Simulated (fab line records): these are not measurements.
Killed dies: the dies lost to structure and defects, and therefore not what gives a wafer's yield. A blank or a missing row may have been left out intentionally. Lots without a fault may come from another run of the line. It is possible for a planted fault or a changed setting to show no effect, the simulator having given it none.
fab line records	flow n5-finfet
[record] lots = 24	wafers = 72	last-day = 18
route steps=1938 shown BEOL_M6@1231 BEOL_M7@1276
lots that met no fault: taken from a fault-free run of the same line
start-h: hours from the record's opening day to when the first of the lot's shown wafers began	wait-h: time in hours since the lot's previous step	" repeats the value in the row above	L1.1+2: a single row standing in for several wafers	- no value, or no start given	* or withheld: withheld	< > ~ a bound
route shown NAME@n: a module of which the file shows steps, and the number in the route of the first	usual: average and standard deviation across the fault-free wafers	same: alike in all rows	chamber/n: place in a boat	sites: per-site readings	_std_site: their standard deviation	_edge_site: inner sites' mean taken away from outer sites' mean	radius-mm: for every site, how far away it sits from the centre of the wafer	mask NAME#n: copy n	behind: the last tool/chamber to shape the wafer	hold: cause of the lot's hold/its duration in hours/its outcome	device: transistor that didn't switch, given as n, p or np	end of line: tests run on the same wafers once the route is complete	a step given without rows: its recipe and nothing more	killed: dies that structure and defects cost at the first sort, which is not the same as the wafer's yield	map: per-die view of a wafer (x killed, . not killed, _ where there is no die)
set.NAME: the setting the step ran with; set.NAME@STEP: the setting that earlier step ran with	model.NAME: the simulator's own value behind a step, which no gauge read
a sample of lots followed through the steps of the route, with each step as a table and each wafer as a row
services: the hour from which a tool's chamber was out of use, counted from the record's first day as start-h (under 0 if before that day), plus the number of hours and why
[[steps]]
[step N5_BEOL_M6_ETCH_72]
[recipe] chemistry = N2/H2	target = underlayer	target-depth-a = 65	mask-material = CAR-EUV	time-s = 5.2	ion-energy-ev = 200	pressure-mtorr = 30	source-w = 840	bias-w = 150	n2-flow-sccm = 200	h2-flow-sccm = 200	ends = cleared
[usual] drypump-motor-current-A = 5.8/0.46	etch-rf-on-time-s = 5.14/0.11	oes-product-au = 0.67/0.089	rf-vpp-V = 523.5/2.6	showerhead-plenum-p-Torr = 2.53/0.093	throttle-valve-pct = 17.83/0.27
lot.wafer	tool	chamber	start-h	wait-h	drypump-motor-current-A	etch-rf-on-time-s	oes-product-au	rf-hours-counter-h	rf-vpp-V	showerhead-plenum-p-Torr	throttle-valve-pct
L074.2	rie-diel-02	1	189.55	0.0	5.4	5.31	0.61	186	528.8	2.65	17.86
L074.3	"	0	"	"	6.4	5.13	0.64	149	520.0	2.34	17.95
L074.6	"	1	"	"	5.4	5.29	0.62	-	526.0	2.65	17.84
L075.1	rie-diel-02	1	191.95	0.0	5.4	5.30	0.61	187	526.8	2.65	17.82
L075.3	"	0	"	"	6.4	5.16	0.64	150	516.9	2.34	17.94
L075.5	"	0	"	"	6.4	5.06	0.63	-	519.6	2.34	17.94
L076.2	rie-diel-05	0	201.43	0.0	5.8	5.15	0.60	230	526.7	2.61	17.77
L076.3	"	1	"	"	5.1	5.09	0.59	224	524.2	2.61	18.04
L076.5	"	1	"	"	5.2	5.07	0.59	-	525.1	2.62	18.05
L077.3	rie-diel-02	2	207.19	0.0	5.8	5.11	0.83	0	522.0	2.49	17.67
L077.5	"	1	"	"	5.4	5.34	0.61	-	523.8	2.65	17.88
L077.6	"	0	"	"	6.3	5.11	0.64	-	518.9	2.33	17.97
L078.2	rie-diel-02	0	213.67	0.0	6.4	5.18	0.64	160	518.0	2.33	17.97
L078.4	"	2	"	"	5.8	5.12	0.83	2	520.6	2.48	17.67
L078.6	"	2	"	"	5.8	5.13	0.82	-	522.2	2.48	17.66
L080.1	rie-diel-03	3	220.99	0.0	6.0	5.05	0.60	211	523.1	2.53	17.75
L080.3	"	1	"	"	6.4	5.26	0.64	134	522.7	2.54	17.78
L080.5	"	3	"	"	6.0	5.10	0.60	-	524.5	2.53	17.76
L079.2	rie-diel-05	2	230.40	0.0	5.5	5.14	0.75	34	522.8	2.48	17.43
L079.3	"	0	"	"	5.8	5.10	0.59	239	526.3	2.60	17.81
L079.6	"	2	"	"	5.5	5.17	0.73	-	521.1	2.48	17.45
L081.1	rie-diel-03	1	230.77	0.0	6.4	5.23	0.64	138	522.0	2.53	17.80
L081.3	"	2	"	"	5.5	4.93	0.86	4	522.7	2.48	17.44
L081.6	"	2	"	"	5.5	4.98	0.86	-	524.2	2.48	17.44
L083.3	rie-diel-02	1	237.34	0.0	5.4	5.30	0.61	207	523.5	2.64	17.88
L083.4	"	0	"	"	6.4	5.13	0.63	169	517.9	2.33	17.99
L083.5	"	3	"	"	6.0	5.17	0.69	-	522.1	2.46	17.83
L082.2	rie-diel-05	1	246.90	0.0	5.2	5.23	0.58	240	529.6	2.61	18.05
L082.3	"	0	"	"	5.8	5.26	0.59	245	525.3	2.60	17.79
L082.5	"	1	"	"	5.2	5.22	0.58	-	525.3	2.61	18.06
L084.1	rie-diel-05	2	258.62	0.0	5.5	5.18	0.75	46	521.4	2.47	17.47
L084.2	"	1	"	"	5.1	5.09	0.59	245	526.0	2.61	18.08
L084.4	"	3	"	"	6.5	5.05	0.60	-	524.1	2.63	18.30
L085.2	rie-diel-05	1	262.02	0.0	5.1	5.12	0.58	246	524.4	2.61	18.09
L085.3	"	2	"	"	5.5	5.12	0.73	47	524.3	2.47	17.48
L085.5	"	2	"	"	5.5	5.18	0.73	-	522.9	2.47	17.46
L086.1	rie-diel-05	2	265.65	0.0	5.5	5.26	0.73	48	523.0	2.47	17.49
L086.4	"	3	"	"	6.5	5.05	0.59	-	525.7	2.63	18.32
L086.6	"	1	"	"	5.1	5.10	0.59	-	524.0	2.60	18.10
L087.1	rie-diel-05	3	273.56	0.0	6.5	4.97	0.59	237	526.6	2.62	18.31
L087.4	"	2	"	"	5.5	5.14	0.73	-	522.7	2.47	17.48
L087.5	"	1	"	"	5.2	5.08	0.56	-	526.2	2.60	18.11
L088.2	rie-diel-05	3	275.26	0.0	6.5	5.12	0.58	238	526.1	2.62	18.31
L088.5	"	3	"	"	6.5	5.04	0.59	-	523.2	2.62	18.33
L088.6	"	1	"	"	5.2	5.04	0.58	-	526.1	2.60	18.11
L089.4	rie-diel-03	2	279.51	0.0	5.5	4.91	0.81	-	521.1	2.48	17.45
L089.5	"	0	"	"	6.3	5.02	0.82	-	522.7	2.49	17.61
L089.6	"	1	"	"	6.3	5.20	0.64	-	523.1	2.53	17.81
L090.1	rie-diel-02	0	286.48	0.0	6.4	5.15	0.62	183	518.9	2.33	17.98
L090.2	"	3	"	"	6.0	5.19	0.68	87	521.8	2.45	17.85
L090.6	"	1	"	"	5.4	5.40	0.58	-	524.9	2.63	17.91
L091.1	rie-diel-05	0	289.61	0.0	5.8	5.02	0.87	4	525.9	2.60	17.33
L091.3	"	3	"	"	6.5	5.07	0.58	244	526.6	2.62	18.34
L091.5	"	0	"	"	5.8	5.04	0.85	-	527.4	2.60	17.35
L092.1	rie-diel-02	1	302.37	0.0	5.4	5.39	0.58	230	525.5	2.63	17.93
L092.2	"	0	"	"	6.4	5.13	0.61	189	520.9	2.32	18.03
L092.6	"	0	"	"	6.4	5.11	0.62	-	515.8	2.32	18.02
L094.1	rie-diel-03	1	306.08	0.0	6.3	5.23	0.62	166	522.6	2.52	17.83
L094.5	"	1	"	"	6.3	5.27	0.62	-	523.6	2.52	17.83
L094.6	"	2	"	"	5.5	4.95	0.79	-	523.5	2.47	17.48
L093.1	rie-diel-05	2	313.19	0.0	5.5	5.16	0.73	69	521.5	2.46	17.53
L093.4	"	1	"	"	5.2	4.88	0.84	-	527.2	2.60	17.72
L093.5	"	0	"	"	5.7	5.02	0.83	-	527.3	2.59	17.35
L095.1	rie-diel-02	2	322.60	0.0	5.8	5.11	0.74	44	522.4	2.47	17.72
L095.2	"	1	"	"	5.4	5.35	0.58	238	527.7	2.63	17.92
L095.4	"	0	"	"	6.3	5.12	0.61	198	518.3	2.32	18.03
L096.2	rie-diel-02	1	325.42	0.0	5.4	5.39	0.59	239	526.4	2.63	17.94
L096.3	"	0	"	"	6.4	5.15	0.60	199	517.9	2.32	18.03
L096.5	"	2	"	"	5.8	5.16	0.72	-	521.9	2.47	17.73
L097.1	rie-diel-05	0	336.42	0.0	5.8	5.00	0.80	25	525.2	2.59	17.38
L097.3	"	1	"	"	5.1	4.93	0.80	19	524.1	2.59	17.71
L097.5	"	0	"	"	5.7	4.98	0.80	-	523.5	2.59	17.37
[step N5_BEOL_M6_CURE_75]
[recipe] temp-c = 370	time-s = 120	ambient = DMADMS/He	material = SiCOH_lowk
[usual] lamp-power-pct = 52.31/0.056	wafer_temp_C_max = 372.1/0.77
lot.wafer	tool	chamber	start-h	wait-h	lamp-power-pct	wafer_temp_C_max
L074.2	uv-cure-03	2	190.31	0.2	52.38	372.2
L074.3	"	2	"	"	52.24	372.6
L074.6	"	2	"	"	52.25	372.4
L075.1	uv-cure-01	2	192.54	0.0	52.22	372.1
L075.3	"	2	"	"	52.16	371.6
L075.5	"	2	"	"	52.44	372.5
L076.2	uv-cure-01	2	202.07	0.1	52.33	372.7
L076.3	"	2	"	"	52.34	371.3
L076.5	"	2	"	"	52.22	373.3
L077.3	uv-cure-02	1	207.89	0.1	52.36	371.5
L077.5	"	1	"	"	52.27	371.1
L077.6	"	1	"	"	52.35	371.2
L078.2	uv-cure-03	2	214.32	0.1	52.22	372.8
L078.4	"	2	"	"	52.41	372.2
L078.6	"	2	"	"	52.16	372.9
L080.1	uv-cure-01	1	221.78	0.2	52.35	371.1
L080.3	"	1	"	"	52.31	370.7
L080.5	"	1	"	"	52.31	371.2
L079.2	uv-cure-02	0	231.45	0.5	52.29	371.5
L079.3	"	0	"	"	52.35	371.7
L079.6	"	0	"	"	52.27	371.9
L081.1	uv-cure-01	1	231.56	0.2	52.27	371.1
L081.3	"	1	"	"	52.35	370.8
L081.6	"	1	"	"	52.23	371.0
L083.3	uv-cure-01	0	238.02	0.1	52.34	372.6
L083.4	"	0	"	"	52.36	372.1
L083.5	"	0	"	"	52.27	372.7
L082.2	uv-cure-01	1	247.54	0.1	52.33	371.1
L082.3	"	1	"	"	52.36	371.5
L082.5	"	1	"	"	52.26	371.3
L084.1	uv-cure-01	1	259.23	0.0	52.25	371.6
L084.2	"	1	"	"	52.35	371.2
L084.4	"	1	"	"	52.31	371.3
L085.2	uv-cure-02	2	262.65	0.1	52.38	373.6
L085.3	"	2	"	"	52.25	373.6
L085.5	"	2	"	"	52.35	373.4
L086.1	uv-cure-02	0	266.23	0.0	52.41	370.9
L086.4	"	0	"	"	52.24	371.5
L086.6	"	0	"	"	52.26	371.5
L087.1	uv-cure-01	0	274.14	0.0	52.25	372.0
L087.4	"	0	"	"	52.32	371.9
L087.5	"	0	"	"	52.29	372.8
L088.2	uv-cure-03	2	276.05	0.2	52.25	372.1
L088.5	"	2	"	"	52.31	372.9
L088.6	"	2	"	"	52.28	373.2
L089.4	uv-cure-03	2	280.39	0.3	52.36	372.0
L089.5	"	2	"	"	52.40	372.4
L089.6	"	2	"	"	52.26	372.8
L090.1	uv-cure-02	2	287.06	0.0	52.33	374.1
L090.2	"	2	"	"	52.31	373.3
L090.6	"	2	"	"	52.23	373.2
L091.1	uv-cure-01	2	290.20	0.0	52.25	371.8
L091.3	"	2	"	"	52.33	372.5
L091.5	"	2	"	"	52.37	372.4
L092.1	uv-cure-02	0	302.96	0.0	52.37	372.2
L092.2	"	0	"	"	52.36	371.9
L092.6	"	0	"	"	52.26	371.8
L094.1	uv-cure-01	0	306.87	0.2	52.39	371.8
L094.5	"	0	"	"	52.30	372.4
L094.6	"	0	"	"	52.34	372.5
L093.1	uv-cure-02	1	313.78	0.0	52.27	371.3
L093.4	"	1	"	"	52.32	371.6
L093.5	"	1	"	"	52.31	371.0
L095.1	uv-cure-01	2	323.19	0.0	52.40	372.6
L095.2	"	2	"	"	52.25	372.3
L095.4	"	2	"	"	52.31	372.6
L096.2	uv-cure-02	2	326.06	0.1	52.31	373.2
L096.3	"	2	"	"	52.30	373.8
L096.5	"	2	"	"	52.33	373.7
L097.1	uv-cure-02	0	337.01	0.0	52.23	372.0
L097.3	"	0	"	"	52.31	371.8
L097.5	"	0	"	"	52.32	372.0
[step N5_BEOL_M6_SPUTTER_48]
[recipe] material = Cu	target-thk-a = 100	temp-c = -20	bias-v = 60	power-w = 26000	chamber-pressure-pa = 0.13	time-s = 1.667
[usual] cathode-dc-power-W = 26000/4.9	throttle-valve-pct = 29.9/1.2
lot.wafer	tool	chamber	start-h	wait-h	cathode-dc-power-W	throttle-valve-pct
L074.2	pvd-sputter-02	-	192.88	1.2	25999	29.6
L074.3	"	-	"	"	26000	31.2
L074.6	"	-	"	"	25990	31.1
L075.1	pvd-sputter-01	-	195.71	1.3	26001	30.2
L075.3	"	-	"	"	25992	31.2
L075.5	"	-	"	"	26006	30.2
L076.2	pvd-sputter-02	-	203.88	0.2	25997	31.1
L076.3	"	-	"	"	26002	31.2
L076.5	"	-	"	"	25997	31.2
L077.3	pvd-sputter-02	-	209.36	0.1	25997	31.2
L077.5	"	-	"	"	26000	29.7
L077.6	"	-	"	"	26009	28.5
L078.2	pvd-sputter-03	-	216.28	0.1	25991	28.8
L078.4	"	-	"	"	25995	30.8
L078.6	"	-	"	"	26002	31.1
L080.1	pvd-sputter-02	-	224.73	0.2	26005	31.3
L080.3	"	-	"	"	25995	29.5
L080.5	"	-	"	"	26002	31.0
L079.2	pvd-sputter-01	-	232.36	0.1	25993	31.3
L079.3	"	-	"	"	25998	28.0
L079.6	"	-	"	"	26006	27.8
L081.1	pvd-sputter-03	-	233.91	1.1	26004	29.2
L081.3	"	-	"	"	26000	30.8
L081.6	"	-	"	"	26004	28.1
L083.3	pvd-sputter-02	-	239.72	0.1	26000	28.1
L083.4	"	-	"	"	26003	29.8
L083.5	"	-	"	"	26000	31.4
L082.2	pvd-sputter-01	-	248.71	0.1	26002	30.1
L082.3	"	-	"	"	25995	31.2
L082.5	"	-	"	"	26002	28.0
L084.1	pvd-sputter-01	-	260.45	0.1	25997	29.6
L084.2	"	-	"	"	26009	31.3
L084.4	"	-	"	"	26006	27.7
L085.2	pvd-sputter-02	-	265.24	1.6	25998	31.3
L085.3	"	-	"	"	26001	28.5
L085.5	"	-	"	"	25994	31.1
L086.1	pvd-sputter-02	-	269.28	0.1	25999	31.2
L086.4	"	-	"	"	26005	31.1
L086.6	"	-	"	"	25993	29.8
L087.1	pvd-sputter-03	-	275.17	0.1	25999	31.3
L087.4	"	-	"	"	26001	29.1
L087.5	"	-	"	"	25996	28.1
L088.2	pvd-sputter-03	-	278.85	0.2	25998	30.9
L088.5	"	-	"	"	25994	29.0
L088.6	"	-	"	"	26006	30.9
L089.4	pvd-sputter-01	-	283.13	0.3	26006	29.7
L089.5	"	-	"	"	25998	31.5
L089.6	"	-	"	"	26000	29.8
L090.1	pvd-sputter-03	-	288.52	0.4	25997	30.6
L090.2	"	-	"	"	26005	30.7
L090.6	"	-	"	"	26001	30.7
L091.1	pvd-sputter-01	-	291.79	0.1	26001	30.1
L091.3	"	-	"	"	26001	31.4
L091.5	"	-	"	"	25999	27.8
L092.1	pvd-sputter-01	-	304.28	0.2	26006	30.4
L092.2	"	-	"	"	26007	31.3
L092.6	"	-	"	"	25996	31.7
L094.1	pvd-sputter-03	-	307.91	0.1	25991	30.8
L094.5	"	-	"	"	25999	29.2
L094.6	"	-	"	"	26002	30.9
L093.1	pvd-sputter-01	-	315.20	0.1	25999	27.5
L093.4	"	-	"	"	25999	30.4
L093.5	"	-	"	"	25998	31.3
L095.1	pvd-sputter-03	-	325.56	1.0	25999	29.3
L095.2	"	-	"	"	25997	28.2
L095.4	"	-	"	"	25997	30.8
L096.2	pvd-sputter-02	-	329.14	1.8	26001	29.7
L096.3	"	-	"	"	25991	31.1
L096.5	"	-	"	"	25996	31.3
L097.1	pvd-sputter-03	-	338.80	0.1	25997	28.0
L097.3	"	-	"	"	25999	29.2
L097.5	"	-	"	"	25997	30.6
[step N5_BEOL_M6_DEP_56]
[recipe] material = SiCN	target-thk-a = 100	temp-c = withheld	precursor = 3MS/NH3	pressure-torr = 3	rf-w = 202	time-s = 17.5
[usual] showerhead-plenum-p-Torr = 3.659/0.013	throttle-valve-pct = 8.8/0.48
lot.wafer	tool	chamber	start-h	wait-h	showerhead-plenum-p-Torr	since-wet-clean-h	throttle-valve-pct
L074.2	pecvd-04	0	195.31	0.0	3.661	718	8.2
L074.3	"	1	"	"	3.678	-	9.6
L074.6	"	0	"	"	3.660	-	8.4
L075.1	pecvd-02	2	197.22	0.0	3.650	283	9.0
L075.3	"	0	"	"	3.676	1082	9.4
L075.5	"	0	"	"	3.672	-	9.1
L076.2	pecvd-04	1	205.50	0.0	3.681	1453	9.5
L076.3	"	2	"	"	3.661	2178	8.7
L076.5	"	1	"	"	3.677	-	9.4
L077.3	pecvd-04	0	213.58	0.0	3.672	-	8.4
L077.5	"	0	"	"	3.658	-	8.6
L077.6	"	1	"	"	3.672	-	9.6
L078.2	pecvd-02	0	219.99	0.0	3.677	1105	9.5
L078.4	"	1	"	"	3.666	-	9.7
L078.6	"	0	"	"	3.679	-	9.3
L080.1	pecvd-04	1	228.17	0.0	3.680	1476	9.4
L080.3	"	0	"	"	3.665	-	8.3
L080.5	"	1	"	"	3.674	-	9.5
L079.2	pecvd-01	0	237.33	0.0	3.639	76	8.2
L079.3	"	2	"	"	3.648	550	8.5
L079.6	"	1	"	"	3.635	-	8.7
L081.1	pecvd-04	0	238.47	0.0	3.665	761	8.5
L081.3	"	0	"	"	3.658	-	8.5
L081.6	"	0	"	"	3.663	-	8.4
L083.3	pecvd-02	0	243.28	0.0	3.681	1128	9.5
L083.4	"	2	"	"	3.649	-	9.1
L083.5	"	0	"	"	3.673	-	8.8
L082.2	pecvd-04	2	250.14	0.0	3.663	10	8.2
L082.3	"	1	"	"	3.669	1498	9.6
L082.5	"	2	"	"	3.665	-	8.3
L084.1	pecvd-01	1	261.94	0.0	3.647	2053	8.7
L084.2	"	0	"	"	3.645	101	8.3
L084.4	"	1	"	"	3.643	-	8.8
L085.2	pecvd-02	1	266.10	0.0	3.661	1876	9.4
L085.3	"	0	"	"	3.673	1151	9.3
L085.5	"	0	"	"	3.676	-	9.5
L086.1	pecvd-02	0	270.15	0.0	3.678	1155	9.2
L086.4	"	1	"	"	3.671	-	9.5
L086.6	"	2	"	"	3.647	-	8.5
L087.1	pecvd-01	1	276.22	0.0	3.645	2068	8.7
L087.4	"	2	"	"	3.660	-	8.3
L087.5	"	0	"	"	3.640	-	8.0
L088.2	pecvd-01	1	279.74	0.0	3.649	2071	8.9
L088.5	"	0	"	"	3.650	-	8.3
L088.6	"	2	"	"	3.662	-	8.4
L089.4	pecvd-04	0	284.01	0.0	3.657	-	8.8
L089.5	"	2	"	"	3.674	-	8.4
L089.6	"	1	"	"	3.679	-	9.4
L090.1	pecvd-04	2	289.38	0.0	3.652	49	8.1
L090.2	"	1	"	"	3.673	1537	9.9
L090.6	"	2	"	"	3.661	-	8.5
L091.1	pecvd-01	2	292.65	0.0	3.658	605	8.3
L091.3	"	1	"	"	3.641	2084	9.0
L091.5	"	0	"	"	3.646	-	8.3
L092.1	pecvd-01	0	305.14	0.0	3.635	144	8.1
L092.2	"	1	"	"	3.648	2097	8.7
L092.6	"	2	"	"	3.655	-	8.4
L094.1	pecvd-01	2	309.78	0.0	3.669	622	8.1
L094.5	"	0	"	"	3.644	-	8.4
L094.6	"	1	"	"	3.641	-	8.7
L093.1	pecvd-01	1	316.73	0.0	3.649	2108	8.9
L093.4	"	1	"	"	3.646	-	8.8
L093.5	"	0	"	"	3.643	-	8.4
L095.1	pecvd-04	2	326.70	0.0	3.655	86	8.4
L095.2	"	0	"	"	3.666	849	8.7
L095.4	"	0	"	"	3.651	-	8.5
L096.2	pecvd-02	0	330.00	0.0	3.679	1215	8.9
L096.3	"	1	"	"	3.666	1940	9.3
L096.5	"	0	"	"	3.670	-	9.5
L097.1	pecvd-01	2	341.73	0.0	3.664	654	8.5
L097.3	"	1	"	"	3.633	2133	8.8
L097.5	"	2	"	"	3.660	-	8.6
[step N5_BEOL_M7_CD_MEAS_11]
[recipe] target-cd-nm = 38.5	landing-energy-ev = 500	detector = se-inlens	polarity = opening
[usual] cd-nm = 38.5/0.44
lot.wafer	tool	chamber	start-h	wait-h	cd-nm
L074.2	cd-sem-01	0	197.04	-	39.4
L074.3	"	0	"	"	38.1
L074.6	"	0	"	"	38.4
L075.1	cd-sem-02	0	199.87	-	38.8
L075.3	"	0	"	"	38.5
L075.5	"	0	"	"	37.8
L076.2	cd-sem-02	0	208.00	-	39.0
L076.3	"	0	"	"	38.5
L076.5	"	0	"	"	38.2
L077.3	cd-sem-03	0	216.28	-	38.7
L077.5	"	0	"	"	38.7
L077.6	"	0	"	"	39.0
L078.2	cd-sem-02	0	221.73	-	37.7
L078.4	"	0	"	"	38.5
L078.6	"	0	"	"	38.2
L080.1	cd-sem-01	0	231.47	-	39.0
L080.3	"	0	"	"	38.2
L080.5	"	0	"	"	38.1
L079.2	cd-sem-02	0	239.40	-	38.5
L079.3	"	0	"	"	38.6
L079.6	"	0	"	"	38.7
L081.1	cd-sem-01	0	240.30	-	38.3
L081.3	"	0	"	"	39.1
L081.6	"	0	"	"	39.0
L083.3	cd-sem-03	0	244.90	-	38.7
L083.4	"	0	"	"	38.2
L083.5	"	0	"	"	38.5
L082.2	cd-sem-03	0	253.76	-	38.0
L082.3	"	0	"	"	37.9
L082.5	"	0	"	"	37.6
L084.1	cd-sem-03	0	263.33	-	38.7
L084.2	"	0	"	"	39.0
L084.4	"	0	"	"	39.0
L085.2	cd-sem-02	0	269.74	-	38.2
L085.3	"	0	"	"	37.9
L085.5	"	0	"	"	38.3
L086.1	cd-sem-03	0	274.00	-	38.2
L086.4	"	0	"	"	38.8
L086.6	"	0	"	"	38.1
L087.1	cd-sem-03	0	278.52	-	38.7
L087.4	"	0	"	"	38.7
L087.5	"	0	"	"	38.3
L088.2	cd-sem-02	0	283.81	-	38.7
L088.5	"	0	"	"	38.2
L088.6	"	0	"	"	38.5
L089.4	cd-sem-03	0	286.81	-	38.8
L089.5	"	0	"	"	38.1
L089.6	"	0	"	"	38.2
L090.1	cd-sem-03	0	291.09	-	38.9
L090.2	"	0	"	"	38.3
L090.6	"	0	"	"	38.5
L091.1	cd-sem-01	0	294.42	-	37.7
L091.3	"	0	"	"	39.0
L091.5	"	0	"	"	38.1
L092.1	cd-sem-02	0	307.24	-	38.6
L092.2	"	0	"	"	38.6
L092.6	"	0	"	"	38.7
L094.1	cd-sem-02	0	311.08	-	37.6
L094.5	"	0	"	"	38.5
L094.6	"	0	"	"	39.0
L093.1	cd-sem-02	0	318.08	-	38.7
L093.4	"	0	"	"	38.3
L093.5	"	0	"	"	38.7
L095.1	cd-sem-02	0	330.12	-	39.1
L095.2	"	0	"	"	38.7
L095.4	"	0	"	"	39.0
L096.2	cd-sem-02	0	332.42	-	38.8
L096.3	"	0	"	"	39.4
L096.5	"	0	"	"	38.7
L097.1	cd-sem-03	0	342.93	-	37.8
L097.3	"	0	"	"	38.7
L097.5	"	0	"	"	38.4
[step N5_BEOL_M7_OVL_MEAS_12]
[recipe] points-per-wafer = 44
[usual] M7_OVL = 0.0/0.77
lot.wafer	tool	chamber	start-h	wait-h	M7_OVL[nm]
L074.2	overlay-02	0	197.07	0.0	0.5
L074.3	"	0	"	"	0.9
L074.6	"	0	"	"	-0.2
L075.1	overlay-02	0	199.91	0.0	0.6
L075.3	"	0	"	"	-0.2
L075.5	"	0	"	"	0.6
L076.2	overlay-01	0	208.03	0.0	-0.2
L076.3	"	0	"	"	-0.3
L076.5	"	0	"	"	-1.2
L077.3	overlay-02	0	216.31	0.0	0.9
L077.5	"	0	"	"	1.4
L077.6	"	0	"	"	-0.1
L078.2	overlay-01	0	221.75	0.0	1.6
L078.4	"	0	"	"	0.9
L078.6	"	0	"	"	0.0
L080.1	overlay-02	0	231.50	0.0	-0.9
L080.3	"	0	"	"	-0.1
L080.5	"	0	"	"	-0.5
L079.2	overlay-01	0	239.43	0.0	0.8
L079.3	"	0	"	"	1.2
L079.6	"	0	"	"	1.1
L081.1	overlay-01	0	240.34	0.0	0.0
L081.3	"	0	"	"	-0.7
L081.6	"	0	"	"	0.7
L083.3	overlay-01	0	244.93	0.0	0.8
L083.4	"	0	"	"	-1.1
L083.5	"	0	"	"	-0.1
L082.2	overlay-02	0	253.79	0.0	-0.4
L082.3	"	0	"	"	-1.5
L082.5	"	0	"	"	-0.4
L084.1	overlay-01	0	263.36	0.0	-1.4
L084.2	"	0	"	"	0.3
L084.4	"	0	"	"	0.5
L085.2	overlay-02	0	269.77	0.0	-0.2
L085.3	"	0	"	"	-0.9
L085.5	"	0	"	"	0.0
L086.1	overlay-01	0	274.03	0.0	-0.4
L086.4	"	0	"	"	-1.5
L086.6	"	0	"	"	-0.4
L087.1	overlay-01	0	278.55	0.0	0.4
L087.4	"	0	"	"	0.8
L087.5	"	0	"	"	-0.2
L088.2	overlay-01	0	283.84	0.0	0.3
L088.5	"	0	"	"	-0.6
L088.6	"	0	"	"	0.9
L089.4	overlay-01	0	286.83	0.0	-0.1
L089.5	"	0	"	"	0.7
L089.6	"	0	"	"	-1.1
L090.1	overlay-01	0	291.12	0.0	0.9
L090.2	"	0	"	"	-0.2
L090.6	"	0	"	"	-0.5
L091.1	overlay-01	0	294.45	0.0	0.4
L091.3	"	0	"	"	1.5
L091.5	"	0	"	"	0.7
L092.1	overlay-02	0	307.27	0.0	-0.5
L092.2	"	0	"	"	0.5
L092.6	"	0	"	"	0.3
L094.1	overlay-02	0	311.11	0.0	-0.7
L094.5	"	0	"	"	-0.1
L094.6	"	0	"	"	0.5
L093.1	overlay-01	0	318.11	0.0	0.8
L093.4	"	0	"	"	-0.3
L093.5	"	0	"	"	0.4
L095.1	overlay-01	0	330.15	0.0	-0.1
L095.2	"	0	"	"	-0.3
L095.4	"	0	"	"	0.7
L096.2	overlay-02	0	332.45	0.0	-1.0
L096.3	"	0	"	"	-0.8
L096.5	"	0	"	"	-1.6
L097.1	overlay-02	0	342.96	0.0	-0.6
L097.3	"	0	"	"	-0.3
L097.5	"	0	"	"	-1.3
[[services]]
tool	chamber	start-h	hours	kind
uv-cure-01	-	175.20	0.4	repair
pecvd-04	-	180.72	0.2	repair
uv-cure-02	-	213.58	11.4	repair
rie-diel-03	1	217.32	3.5	repair
uv-cure-03	-	219.99	14.6	pm
uv-cure-01	-	238.22	2.1	pm
pecvd-02	2	252.11	3.4	repair
rie-diel-05	3	253.97	1.8	repair
pvd-sputter-03	-	254.06	7.5	repair
pecvd-02	-	257.22	1.5	repair
rie-diel-05	0	257.65	-	clean
rie-diel-05	0	257.65	-	consumable-replace:focus-ring
rie-diel-02	1	259.41	3.0	repair
uv-cure-01	-	262.91	1.0	pm
rie-diel-02	0	272.35	6.4	repair
rie-diel-03	3	272.91	8.3	repair
rie-diel-05	1	279.73	-	clean
uv-cure-02	-	282.70	0.8	repair
uv-cure-02	-	290.68	1.0	pm
rie-diel-03	2	308.08	2.5	repair
rie-diel-03	3	308.34	5.9	repair
rie-diel-03	1	314.59	8.3	repair
rie-diel-05	2	335.38	4.5	repair
uv-cure-03	-	338.82	4.3	pm
[[key]]
fault none
